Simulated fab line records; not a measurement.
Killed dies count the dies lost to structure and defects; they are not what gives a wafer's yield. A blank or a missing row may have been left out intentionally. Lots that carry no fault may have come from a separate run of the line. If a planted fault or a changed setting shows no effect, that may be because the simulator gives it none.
Split-lot experiment -- flow n5Finfet -- 21 wafers read across 7 lots, on a route 1938 steps long

## SPLIT DETAILS
At N5_BEOL_M8_TRENCH_ETCH_37 (etches SiCOH lowk in C4F6/O2, target depth 93.478 nm, time 31.2 s), the setting timeS was moved away from the recipe's 31.2 s on 9 of the 21 wafers read, by -18.8% to +21.2%. For the rest of the wafers, this setting stayed at what the recipe calls for.

## FROM THE SPLIT TO THE READING: what the file shows between them, 11 steps
- N5_BEOL_M8_ETCH_41: etches SiCN in CH3F/O2, target depth 31.9 nm, time 57.8 s
- N5_BEOL_M8_STRIP_80: strips in N2/H2, time 10 s
- N5_BEOL_M8_OCD_MEAS_38
- N5_BEOL_M8_HM_STRIP_39: strips TiN in peroxide tin strip, target depth 25 nm, time 158 s
- N5_BEOL_M8_SRD_40: time 30 s
- N5_BEOL_M8_ECD_50: material Cu, target thk 300 nm
- N5_BEOL_M8_ANNEAL_51: time 90 s
- N5_BEOL_M8_CMP_52: polishes, stops on SiCOH lowk, t overpolish 6.9 s, target thk 80 nm
- N5_BEOL_M8_THK_MEAS_53: measures by xrf
- N5_BEOL_M8_PRE_CLEAN_55: time 15 s
- N5_BEOL_M8_DEP_56: deposits SiCN from 3MS/NH3, target thk 10 nm, time 17.5 s

## THE READING
M8_RS, in ohm/sq, at N5_BEOL_M8_RS_MEAS_57 (measures by four-point-probe). On this fab line, fault-free wafers typically give 0.287 ohm/sq with a standard deviation of 0.0071 ohm/sq.

wafer,"tool, chamber at the split","timeS as run, s",against the recipe,"M8_RS, ohm/sq",against lot-mates on the recipe
L076.1,"rieDiel-06, 2",33.69,+8.0%,0.257,-0.028
L076.5,"rieDiel-06, 2",31.2,recipe,0.286,-
L076.6,"rieDiel-06, 3",31.2,recipe,0.284,-
L077.2,"rieDiel-03, 1",26.74,-14.3%,0.332,+0.052
L077.4,"rieDiel-03, 0",31.2,recipe,0.281,-
L077.6,"rieDiel-03, 0",31.2,recipe,0.278,-
L079.2,"rieDiel-02, 3",31.2,recipe,0.284,-
L079.3,"rieDiel-02, 0",31.2,recipe,0.294,-
L079.4,"rieDiel-02, 2",25.32,-18.8%,0.381,+0.092
L088.2,"rieDiel-03, 3",37.27,+19.5%,0.231,-0.069
L088.5,"rieDiel-03, 3",31.2,recipe,0.300,-
L088.6,"rieDiel-03, 1",37.27,+19.5%,0.228,-0.072
L085.2,"rieDiel-06, 3",37.83,+21.2%,0.217,no lot-mate on the recipe
L085.3,"rieDiel-06, 1",37.83,+21.2%,0.232,no lot-mate on the recipe
L085.4,"rieDiel-06, 1",37.83,+21.2%,0.227,no lot-mate on the recipe
L086.2,"rieDiel-03, 1",31.2,recipe,0.276,-
L086.4,"rieDiel-03, 0",31.2,recipe,0.283,-
L086.6,"rieDiel-03, 3",31.2,recipe,0.289,-
L096.1,"rieDiel-03, 0",26.41,-15.4%,0.359,+0.068
L096.2,"rieDiel-03, 2",31.2,recipe,0.287,-
L096.4,"rieDiel-03, 2",31.2,recipe,0.295,-

THE FIT
A straight line over all 21 wafers: M8_RS changes by -0.00343 ohm/sq for each +1% of timeS; r = -0.97; the points scatter about the line by 0.011 ohm/sq.
The same after taking each lot's own level away (the mean of its wafers on the recipe; 18 wafers): -0.00402 ohm/sq for each +1%; r = -0.99; scatter 0.0059 ohm/sq.
Per that fit: largest timeS move, reading shift of 0.085 ohm/sq.
The span of the lots' own levels, 0.2795 to 0.3000 ohm/sq, comes to 2.9 times the standard deviation stated above.
Hence the slope depends on the lot-to-lot level, as the two fits are not the same.
Check: for one of the wafers moved furthest among these (+19.5%), held out of the fit, the line's prediction against its lot-mates is -0.079 ohm/sq. It came out at -0.069 ohm/sq against them.

## THESE WAFERS: OTHER SPLITS
Note: prior to the reading, these wafers also went through further splits. Each is held against what the fit with the lots' levels taken away leaves over:
other split on the same wafers,wafers away from the commonest value,r with M8_RS (lot level and that fit taken away)
N5_BEOL_M7_HM_DEP_02 targetThkA,7,+0.43

## THE WHOLE CHAIN: every reading that the file lists as answering this split, in the file's order
step,what it does,reading,change (the file's fit),r (the file's)
N5_BEOL_M8_TRENCH_ETCH_37,"etches SiCOH lowk in C4F6/O2, target depth 93.478 nm, time 31.2 s","etch.depthNm (the simulator's own value, which no gauge read)",+0.895 nm for each +1% of the setting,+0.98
N5_BEOL_M8_TRENCH_ETCH_37,"etches SiCOH lowk in C4F6/O2, target depth 93.478 nm, time 31.2 s","BEOL_M8.featureDepthNm (the simulator's own value, which no gauge read)",+0.894 nm for each +1% of the setting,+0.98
N5_BEOL_M8_OCD_MEAS_38,,trenchDepthNm,+0.892 nm for each +1% of the setting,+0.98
N5_BEOL_M8_CMP_52,"polishes, stops on SiCOH lowk, t overpolish 6.9 s, target thk 80 nm","Cu_of_BEOL_M8_ECD_50.thkNm (the simulator's own value, which no gauge read)",+0.897 nm for each +1% of the setting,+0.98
N5_BEOL_M8_THK_MEAS_53,measures by xrf,M8_THK,+0.891 for each +1% of the setting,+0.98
N5_BEOL_M8_RS_MEAS_57,measures by four-point-probe,M8_RS,-0.00413 for each +1% of the setting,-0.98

## FILE'S OWN FIT
M8_RS changes by -0.00413 ohm/sq for each +1% of timeS, r = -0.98.
